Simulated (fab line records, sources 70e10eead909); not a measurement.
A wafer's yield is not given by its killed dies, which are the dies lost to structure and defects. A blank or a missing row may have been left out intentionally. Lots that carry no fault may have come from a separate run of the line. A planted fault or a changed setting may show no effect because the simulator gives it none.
8D (eight disciplines) problem report, filled in by code | flow nand-harc | the parts of the form that need people (team, actions taken, sign-off) are left out

1. WHAT WENT WRONG
At NHARC_P_M2_CD_MEAS_09, cd-nm averages 157.8 nm over 9 wafers from 3 lots, while fault-free wafers read 170.2 nm, standard deviation 0.56. Relative to the usual mean, that is a shift of -22 standard deviations.
The step: target cd 170 nm.
Earliest sighting: wafer L506.4 on cd-sem-02 at day 9 08:09. At this step, 45 wafers from 15 lots have a number in the record. By rule, "out" or "out of limits" means more than 4 standard deviations away from the usual mean. The other wafers with a number count as sound.

2. WHAT IT IS, AND WHAT IT ISN'T
question                    | is                              | is not
which readings at this step | cd-nm                           | -
which lots                  | L504, L506, L510                | L493, L494, L495, L496, L497, L498, L499, L500, L503, L509, L512, L516
which wafers of those lots  | all that have a number          | -
read on which gauges        | cd-sem-01, cd-sem-02, cd-sem-03 | -
when                        | from day 9 08:09                | up to then (24 sound wafers); but 12 sound wafers of L503, L509, L512, L516 came after

3. SUSPECTS, AND WHAT RULES EACH OUT
Counting: a tool at any process step up to the reading remains a suspect when it ran all the lots that are out and ran no sound lot after the first of those.
- the gauge at NHARC_P_M2_CD_MEAS_09: ruled out. 3 gauges (cd-sem-01, cd-sem-02, cd-sem-03) read the wafers that are out.
- arfi-scanner-02 at NHARC_P_M2_EXPOSE_06 (exposes mask P M2, target cd 170 nm): kept. It processed each lot that is out, first L506 at day 9 08:01, and no sound lot thereafter; up to then, the last sound lot it processed was L499 at day 7 20:25. Its own readings are out on those wafers: exposure-dose-mJ-cm2.
The count leaves arfi-scanner-02 at NHARC_P_M2_EXPOSE_06.

4. THE CAUSE (what the simulator had put in)
Process parameters drifting: arfi-scanner-02 at NHARC_P_M2_EXPOSE_06, beginning at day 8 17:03. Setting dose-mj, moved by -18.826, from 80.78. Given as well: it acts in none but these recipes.
This tool alone remained once counting was done.

5. THE CHAIN OF EFFECTS, in route order
Each row: a reading whose mean over the struck wafers that have a number lies more than 3 standard deviations from the usual. Only readings for which the record gives a usual standard deviation are gone through. hours: the time from each lot's start at the first step in this table that gives one to its start at this step, as a median over the lots. sigmas: the change in usual standard deviations.
hours | step                  | reading              | usual    | on struck wafers | change | sigmas
0     | NHARC_P_M2_EXPOSE_06  | exposure-dose-mJ-cm2 | 81.8     | 66.8             | -15.0  | -25
0     | NHARC_P_M2_CD_MEAS_09 | cd-nm                | 170.2 nm | 157.8            | -12.4  | -22
Process steps it contains:
- NHARC_P_M2_EXPOSE_06: exposes mask P M2, target cd 170 nm.

6. HOW IT WOULD HAVE BEEN CAUGHT EARLIER
15 hours passed between the start of the fault at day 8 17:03 and the first reading out of limits at a measuring or inspecting step in this record, taken at day 9 08:09.
At NHARC_P_M2_EXPOSE_06, the tool's own readings (exposure-dose-mJ-cm2) were out on each struck wafer the step has a row for, so an alarm limit on them would have fired on the first such wafer.
Lots out: 3; of these, L504, L510 started NHARC_P_M2_EXPOSE_06 on arfi-scanner-02 after day 9 08:09. A hold on the tool at that time would have spared those 2.
